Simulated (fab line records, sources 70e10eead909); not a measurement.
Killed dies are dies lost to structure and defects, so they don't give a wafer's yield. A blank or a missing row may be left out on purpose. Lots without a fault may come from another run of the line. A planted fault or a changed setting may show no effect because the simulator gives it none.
Chamber matching | flow nand_harc | NHARC_A_STAIRCASE_ETCH_313 on rie_diel-09: 4 sister chambers
The step etches the open film in CF4/CHF3. 8 wafers are shown with their chamber, then 9 later ones without.

WAFERS WITH THEIR CHAMBER
wafer  | chamber | showerhead_plenum_p_Torr (Torr) | rf_vpp_V (V)
L080.4 | 1       | 1.62                            | 372.2
L082.6 | 1       | 1.62                            | 372.5
L084.2 | 3       | 1.49                            | 368.2
L084.3 | 0       | 1.55                            | 369.8
L084.6 | 2       | 1.63                            | 372.0
L093.1 | 3       | 1.49                            | 368.3
L093.4 | 2       | 1.62                            | 372.8
L093.5 | 0       | 1.54                            | 369.6

WAFERS WITHOUT THEIR CHAMBER
wafer  | showerhead_plenum_p_Torr (Torr) | rf_vpp_V (V)
L095.2 | 1.54                            | 370.3
L095.4 | 1.61                            | 373.4
L095.5 | 1.54                            | 369.5
L096.1 | 1.54                            | 370.3
L096.4 | 1.62                            | 371.0
L096.5 | 1.54                            | 368.6
L097.2 | 1.62                            | 372.7
L097.3 | 1.48                            | 368.2
L097.6 | 1.48                            | 365.6

WHICH CHAMBER EACH WENT THROUGH
wafer  | from the rows above     | in truth
L095.2 | 0                       | 0
L095.4 | can't be placed: 1 or 2 | 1
L095.5 | 0                       | 0
L096.1 | 0                       | 0
L096.4 | can't be placed: 1 or 2 | 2
L096.5 | 0                       | 0
L097.2 | can't be placed: 1 or 2 | 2
L097.3 | 3                       | 3
L097.6 | 3                       | 3
Placed correctly: 6 of 9. Can't be placed from these rows: 3 (the true chamber is among the candidates in 3). Placed wrongly: 0.
How it was worked out, from the rows above alone: a wafer's distance from a chamber is the root of the sum, over the readings, of the square of ((its reading less the chamber's mean) divided by the reading's scatter). The wafer belongs to the nearest chamber; if the next one is less than 2 further off, it can't be placed. A chamber's mean is the mean of its shown wafers. The scatter: the root of (the sum of the squares of (reading less its chamber's mean) over the shown wafers, divided by (wafers less chambers)).
